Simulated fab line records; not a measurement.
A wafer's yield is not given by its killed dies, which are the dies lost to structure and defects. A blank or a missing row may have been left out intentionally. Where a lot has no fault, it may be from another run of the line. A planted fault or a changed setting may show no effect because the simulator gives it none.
2 desks, one fault | flow n5 finfet | every desk sees just its own numbers, and what lay behind them comes last

== METROLOGY DESK ==
Lot by lot, what the gauges showed, no matter which tool ran the lot: averages of those sampled wafers that carry a number. Marked OUT: a lot whose mean sits more than 4 standard deviations from the usual mean, which makes it out of limits; the brackets give that distance.
Columns: A = PAD_OVL at N5_PASSIVATION_OVL_MEAS_63, usual 1 nm
lot  | first seen here | A
L635 | day 13 03:43    | 0
L638 | day 14 13:50    | -6
L637 | day 14 20:47    | 12
L641 | day 15 09:07    | -8
L640 | day 15 14:47    | -4
L642 | day 16 11:44    | 8
L644 | day 16 23:20    | 5
L643 | day 17 00:04    | -0
L647 | day 17 08:49    | -7
L653 | day 18 11:20    | -3
L652 | day 18 22:29    | 2
This desk found nothing out of limits on any of the 11 lots.

== TOOL OWNER'S DESK, rie diel-01 ==
The tool's own readings at N5_BEOL_M12_TRENCH_ETCH_34 (etches SiOC in C4F8/O2/Ar, target depth 318.95 nm, time 125.5 s): means of the sampled wafers that have a number, for each lot that ran on this tool. Marked OUT: a lot whose mean sits more than 4 standard deviations from the usual mean, which makes it out of limits; the brackets give that distance.
Columns: A = drypump motor current A at N5_BEOL_M12_TRENCH_ETCH_34, usual 5.7 A; B = oes product au at N5_BEOL_M12_TRENCH_ETCH_34, usual 0.77 a.u.; C = rf vpp V at N5_BEOL_M12_TRENCH_ETCH_34, usual 665 V; D = showerhead plenum p Torr at N5_BEOL_M12_TRENCH_ETCH_34, usual 3.40 Torr; E = throttle valve pct at N5_BEOL_M12_TRENCH_ETCH_34, usual 24.25 %
lot  | first seen here | A   | B    | C   | D    | E
L635 | day 11 18:55    | 5.8 | 0.83 | 665 | 3.42 | 24.21
L638 | day 13 05:46    | 5.9 | 0.80 | 665 | 3.41 | 24.22
L637 | day 13 06:47    | 5.8 | 0.80 | 665 | 3.41 | 24.22
L640 | day 13 17:22    | 5.8 | 0.80 | 665 | 3.41 | 24.22
L641 | day 13 21:34    | 5.8 | 0.79 | 664 | 3.40 | 24.22
L642 | day 14 10:19    | 5.8 | 0.79 | 665 | 3.40 | 24.22
L644 | day 14 11:31    | 5.5 | 0.81 | 669 | 3.50 | 24.19
This desk found nothing out of limits on any of the 7 lots.

== ALL TOGETHER ==
Nothing out of limits was seen by the metrology desk.
The tool owner's desk saw nothing out of limits.

== WHAT THE SIMULATOR HAD PUT IN ==
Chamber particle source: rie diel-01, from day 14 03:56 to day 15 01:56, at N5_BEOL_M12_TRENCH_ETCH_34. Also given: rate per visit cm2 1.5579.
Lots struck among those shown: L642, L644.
